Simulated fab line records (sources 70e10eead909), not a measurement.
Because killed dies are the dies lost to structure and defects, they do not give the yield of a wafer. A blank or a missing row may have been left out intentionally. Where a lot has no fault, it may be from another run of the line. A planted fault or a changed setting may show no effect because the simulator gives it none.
Which tool did it?    flow nand-harc    11 lots with 33 wafers sampled at 6 steps, on a route of 1302 steps

WHAT EACH GAUGE READ, for each wafer
NHARC_A_ONON_D2_THK_MEAS_18: measures by ellipsometry. Usual: 1002 nm for thk-nm, sd 11.
lot   measured      on             thk-nm (nm)              flag
L911  day 13 00:44  film-metro-01  1026 1026 1028           
L912  day 13 05:45  film-metro-01  994 995 993              
L914  day 13 15:49  film-metro-01  1010 1008 1009           
L916  day 15 00:17  film-metro-01  1001 1003 1001           
L915  day 15 00:17  film-metro-02  1003 1002 1001           
L918  day 16 09:10  film-metro-01  982 979 981              
L927  day 19 21:26  film-metro-02  651 650 653 652 652 651  OFF
L930  day 20 08:32  film-metro-01  1020 1022 1021           
L929  day 20 08:32  film-metro-02  635 634 634 636 634 634  OFF
L932  day 21 18:22  film-metro-02  988 987 987              
L933  day 22 15:55  film-metro-01  988 988 989              

NHARC_END_SORT_01. Usual: killed-at-array 53, standard deviation 18; killed-at-other 0.8, standard deviation 1.1; killed-at-periphery 4.1, standard deviation 2.7; killed-dies 58, standard deviation 18; killed-open 3.1, standard deviation 1.7; killed-short 2.7, standard deviation 1.7.
lot   measured      on         killed-at-array  killed-at-other  killed-at-periphery  killed-dies  killed-open  killed-short  flag
L927  day 31 13:25  prober-01  676 673 675      0 1 0            1 3 2                677 677 677  4 4 4        4 5 2         OFF
L930  day 32 08:52  prober-01  89 71 70         1 0 0            5 1 4                95 72 74     1 4 3        0 2 1         
L929  day 32 19:56  prober-01  674 672 674      0 0 1            3 5 2                677 677 677  4 3 3        1 3 5         OFF
L932  day 33 02:50  prober-02  51 46 45         3 2 3            1 4 3                55 52 51     2 5 2        2 4 3         
L933  day 34 13:45  prober-01  35 44 39         0 0 0            1 10 6               36 54 45     2 4 3        4 6 2         

WHICH TOOL RAN EACH LOT (tool, then ch and the chambers of the sampled wafers, then the start)
lot   NHARC_A_CHANNEL_FILL_D1_STRIP_29               NHARC_A_CHANNEL_FILL_D1_CMP_10  NHARC_A_DECK1_JOINT_ETCHBACK_07   NHARC_A_ONON_D2_DEP_16
L911  rie-diel-07 ch 0,1,3, day 11 00:43 or earlier  cmp-04 ch 1,2,3, day 11 00:43   rie-si-06 ch 1,3, day 11 01:09    pecvd-onon-03 ch 0, day 13 00:16
L912  rie-diel-04 ch 1,2,3, day 11 08:55 or earlier  cmp-04 ch 0,1,3, day 11 08:55   rie-si-01 ch 0,2,3, day 11 09:23  pecvd-onon-03 ch 0, day 13 05:15
L914  rie-diel-07 ch 1,2, day 11 17:31 or earlier    cmp-04 ch 0,2,3, day 11 17:31   rie-si-05 ch 0,2, day 11 17:58    pecvd-onon-02 ch 0, day 13 15:16
L916  rie-diel-01 ch 0,1,2, day 13 01:52 or earlier  cmp-04 ch 0,1,2, day 13 01:52   rie-si-06 ch 0,1,2, day 13 02:20  pecvd-onon-03 ch 0, day 14 23:50
L915  rie-diel-07 ch 0,1,3, day 13 01:52 or earlier  cmp-03 ch 0,1,3, day 13 01:52   rie-si-01 ch 0,3, day 13 02:19    pecvd-onon-02 ch 0, day 14 23:47
L918  rie-diel-07 ch 0,1,2, day 14 08:03             cmp-02 ch 0,1,2, day 14 13:49   rie-si-01 ch 0,2,3, day 14 14:17  pecvd-onon-03 ch 0, day 16 08:40
L927  rie-diel-04 ch 0,2,3, day 18 04:28 or earlier  cmp-03 ch 0,3, day 18 04:28     rie-si-06 ch 0,1,2, day 18 04:56  pecvd-onon-03 ch 0, day 19 20:56
L930  rie-diel-04 ch 1,3, day 18 14:22 or earlier    cmp-03 ch 0,1,2, day 18 14:22   rie-si-06 ch 0,1,2, day 18 14:52  pecvd-onon-01 ch 0, day 20 08:02
L929  rie-diel-01 ch 0,1, day 18 14:22 or earlier    cmp-02 ch 0,2,3, day 18 14:22   rie-si-05 ch 0,1,2, day 18 14:51  pecvd-onon-03 ch 0, day 20 08:08
L932  rie-diel-01 ch 1,2,3, day 19 21:05 or earlier  cmp-03 ch 0,2, day 19 21:05     rie-si-06 ch 0,1,3, day 19 21:33  pecvd-onon-01 ch 0, day 21 17:50
L933  rie-diel-07 ch 0,1,2, day 20 07:47 or earlier  cmp-02 ch 0,1,2, day 20 07:47   rie-si-05 ch 1,3, day 20 08:15    pecvd-onon-02 ch 0, day 22 15:27
- NHARC_A_CHANNEL_FILL_D1_STRIP_29: strips in O2, time 20 s.
- NHARC_A_CHANNEL_FILL_D1_CMP_10: polishes, target thk 150 nm.
- NHARC_A_DECK1_JOINT_ETCHBACK_07: etches the open film in HBr, target depth 105 nm, time 26.9 s.
- NHARC_A_ONON_D2_DEP_16: target thk 1000 nm.

AS READ BY THE TOOLS THEMSELVES (means over the sampled wafers that have a number; for cases with no such wafer, the mark the record gives instead)
NHARC_A_CHANNEL_FILL_D1_STRIP_29. Usual: drypump-motor-current-A 5.8 A, standard deviation 0.43; oes-product-au 0.999 a.u., standard deviation 0.012; rf-vpp-V 57.7 V, standard deviation 0.94; showerhead-plenum-p-Torr 3.51 Torr, standard deviation 0.16; throttle-valve-pct 17.039 %, standard deviation 0.0086.
lot   tool         drypump-motor-current-A (A)  oes-product-au (a.u.)  rf-vpp-V (V)  showerhead-plenum-p-Torr (Torr)  throttle-valve-pct (%)  flag
L911  rie-diel-07  5.7                          0.995                  57.6          3.49                             17.027                  
L912  rie-diel-04  5.5                          0.984                  57.8          3.38                             17.048                  
L914  rie-diel-07  6.2                          1.003                  58.6          3.71                             17.040                  
L916  rie-diel-01  5.7                          0.998                  57.1          3.48                             17.043                  
L915  rie-diel-07  5.7                          1.002                  57.3          3.48                             17.042                  
L918  rie-diel-07  5.8                          0.994                  57.7          3.56                             17.040                  
L927  rie-diel-04  5.5                          1.001                  57.8          3.49                             17.035                  
L930  rie-diel-04  5.5                          1.003                  58.3          3.38                             17.031                  
L929  rie-diel-01  5.8                          0.990                  57.3          3.45                             17.044                  
L932  rie-diel-01  6.0                          0.998                  58.0          3.59                             17.042                  
L933  rie-diel-07  5.8                          0.988                  56.6          3.55                             17.038                  

NHARC_A_CHANNEL_FILL_D1_CMP_10. Usual: motor-current-A 11.7 A, standard deviation 1.1; slurry-filter-dp-kPa 13.52 kPa, standard deviation 0.13; time-to-endpoint-s 14.8 s, standard deviation 2.2.
lot   tool    motor-current-A (A)  slurry-filter-dp-kPa (kPa)  time-to-endpoint-s (s)  flag
L911  cmp-04  11.3                 13.42                       14.3                    
L912  cmp-04  12.3                 13.49                       12.2                    
L914  cmp-04  11.7                 13.58                       13.7                    
L916  cmp-04  11.4                 13.56                       13.9                    
L915  cmp-03  11.0                 13.46                       16.2                    
L918  cmp-02  13.1                 13.45                       15.4                    
L927  cmp-03  11.6                 13.64                       12.3                    
L930  cmp-03  10.3                 13.44                       16.5                    
L929  cmp-02  12.2                 13.47                       16.6                    
L932  cmp-03  11.6                 13.45                       17.7                    
L933  cmp-02  13.0                 13.46                       11.6                    

NHARC_A_DECK1_JOINT_ETCHBACK_07. Usual: drypump-motor-current-A 5.8 A, standard deviation 0.55; hbr-flow-sccm 150.0 sccm, standard deviation 0.42; oes-product-au 0.998 a.u., standard deviation 0.0097; throttle-valve-pct 23.267 %, standard deviation 0.0094.
lot   tool       drypump-motor-current-A (A)  hbr-flow-sccm (sccm)  oes-product-au (a.u.)  throttle-valve-pct (%)  flag
L911  rie-si-06  5.5                          149.8                 0.999                  23.265                  
L912  rie-si-01  6.2                          149.9                 0.991                  23.259                  
L914  rie-si-05  5.8                          150.2                 0.999                  23.263                  
L916  rie-si-06  5.8                          150.0                 0.988                  23.272                  
L915  rie-si-01  6.3                          150.3                 0.988                  23.275                  
L918  rie-si-01  6.2                          150.3                 0.996                  23.263                  
L927  rie-si-06  5.8                          149.7                 1.000                  23.272                  
L930  rie-si-06  5.9                          150.1                 0.998                  23.272                  
L929  rie-si-05  5.9                          150.2                 0.997                  23.262                  
L932  rie-si-06  5.9                          150.1                 1.000                  23.263                  
L933  rie-si-05  5.5                          149.6                 0.997                  23.269                  

THE ANSWER, worked out from the rows above alone
Rule: a lot counts as off when the mean over its wafers that have a number is more than 3 standard deviations away from the usual mean. A lot without any number at a reading at which 4 lots or more have one is off too. The other lots that the step has rows for count as sound. The gauges are gone through in route order, then the tools' own readings, and for those a lot's mean is taken as printed above. At the first step where some lot is off, the reading lying furthest off is the one used; lots without a number count as furthest.
Off: L927, L929, at NHARC_A_ONON_D2_THK_MEAS_18 (thk-nm).
A tool fits if, at a process step before that reading, it ran every lot that is off, and no sound lot after the first of them. Not tried: the gauges at NHARC_A_ONON_D2_THK_MEAS_18; whatever is off there is also off at NHARC_END_SORT_01, on other tools, and gauge error can't account for it. NHARC_A_CHANNEL_FILL_D1_STRIP_29 gives no start for some lots, so the hours and the order of its lots are those of NHARC_A_CHANNEL_FILL_D1_CMP_10. One fits: pecvd-onon-03 at NHARC_A_ONON_D2_DEP_16. A fault onset in the window from L918 (day 16 08:40, its last sound lot) to L927 (day 19 20:56, its first lot off) fits.

WHAT HAD BEEN PUT IN BY THE SIMULATOR
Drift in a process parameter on pecvd-onon-03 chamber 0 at NHARC_A_ONON_D2_DEP_16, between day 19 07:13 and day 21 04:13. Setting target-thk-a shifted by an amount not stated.
Struck lots among those shown: L927, L929. The rule above found the same.
